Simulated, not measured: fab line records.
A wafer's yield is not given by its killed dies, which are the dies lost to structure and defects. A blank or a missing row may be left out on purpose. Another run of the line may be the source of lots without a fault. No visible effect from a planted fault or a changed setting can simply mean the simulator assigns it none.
Problem report in the 8D (eight disciplines) form, filled by code + flow nand harc + the parts of the form that need people (team, actions taken, sign-off) are left out

## 1. THE PROBLEM
NHARC_P_M1_ETCH_28, run length s: mean 71.5 s on 2 wafers (1 lot); fault-free wafers 94.4 s, standard deviation 0.43. That puts it -53 standard deviations away from the usual mean.
The step: etches the open film in CF4/N2, target depth 30 nm, time 72.99 s.
First observed at day 10 08:51: wafer L821.1, on rie diel-09. The record holds 39 wafers of 13 lots with a number at this step. By rule, "out" or "out of limits" means more than 4 standard deviations away from the usual mean. Any other wafer with a number is counted as sound.

## 2. WHAT IT IS; WHAT IT IS NOT
| question                    | is                | is not                                                                                                   |
|-----------------------------|-------------------|----------------------------------------------------------------------------------------------------------|
| which readings at this step | run length s      | drypump motor current A, oes product au, rf vpp V, showerhead plenum p Torr, throttle valve pct          |
| which lots                  | L821              | L813, L814, L816, L817, L818, L829, L830, L831, L832, L833, L834, L835                                   |
| which wafers of those lots  | L821.1, L821.5    | L821.6                                                                                                   |
| read on which tools         | rie diel-09       | rie diel-01, rie diel-12                                                                                 |
| when                        | from day 10 08:51 | up to then (16 sound wafers); but 21 sound wafers of L829, L830, L831, L832, L833, L834, L835 came after |

## 3. WHAT RULES OUT EACH SUSPECT
Counting: a tool at a process step up to the reading stays a suspect if it ran every lot that is out. Sound lots after the first of them don't rule it out here, since some wafers of a struck lot are sound.
- pecvd-02 at NHARC_P_M0_PRE_CLEAN_31 (time 12 s): kept. It ran the lot that is out, L821 (day 10 06:44).
- rie diel-09 at NHARC_P_M1_ETCH_28 (etches the open film in CF4/N2, target depth 30 nm, time 72.99 s): kept. It ran the lot that is out, L821 (day 10 08:51); its last sound lot up to then is L818 (day 9 04:08). Its own readings are out on those wafers: run length s.
- The sound lot-mates ran in chamber 3 of rie diel-09 at NHARC_P_M1_ETCH_28, but the wafers that are out ran in chamber 0.
After counting, pecvd-02 at NHARC_P_M0_PRE_CLEAN_31 and rie diel-09 at NHARC_P_M1_ETCH_28 remain.

## 4. THE CAUSE (what the simulator had put in)
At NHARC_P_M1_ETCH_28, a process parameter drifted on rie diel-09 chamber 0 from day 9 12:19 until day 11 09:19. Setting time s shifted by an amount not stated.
Counting leaves 2 suspects; this tool is one of them.

## 5. SEQUENCE OF EFFECTS, ordered by route
Each row: a reading whose mean over the struck wafers that have a number lies more than 3 standard deviations from the usual. Scope: only readings with a usual standard deviation given in the record; hours: median across lots of the time from each lot's start at the first step in this table that gives one to its start at this step; sigmas: change in usual standard deviations.
| hours | step               | reading      | usual  | on struck wafers | change | sigmas |
|-------|--------------------|--------------|--------|------------------|--------|--------|
| 0     | NHARC_P_M1_ETCH_28 | run length s | 94.4 s | 71.5             | -22.9  | -53    |
It contains these process steps:
- NHARC_P_M1_ETCH_28: etches the open film in CF4/N2, target depth 30 nm, time 72.99 s.

## 6. HOW IT WOULD HAVE BEEN CAUGHT EARLIER
The fault began at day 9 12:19; the first out-of-limits reading in this record came at day 10 08:51, 21 hours later.
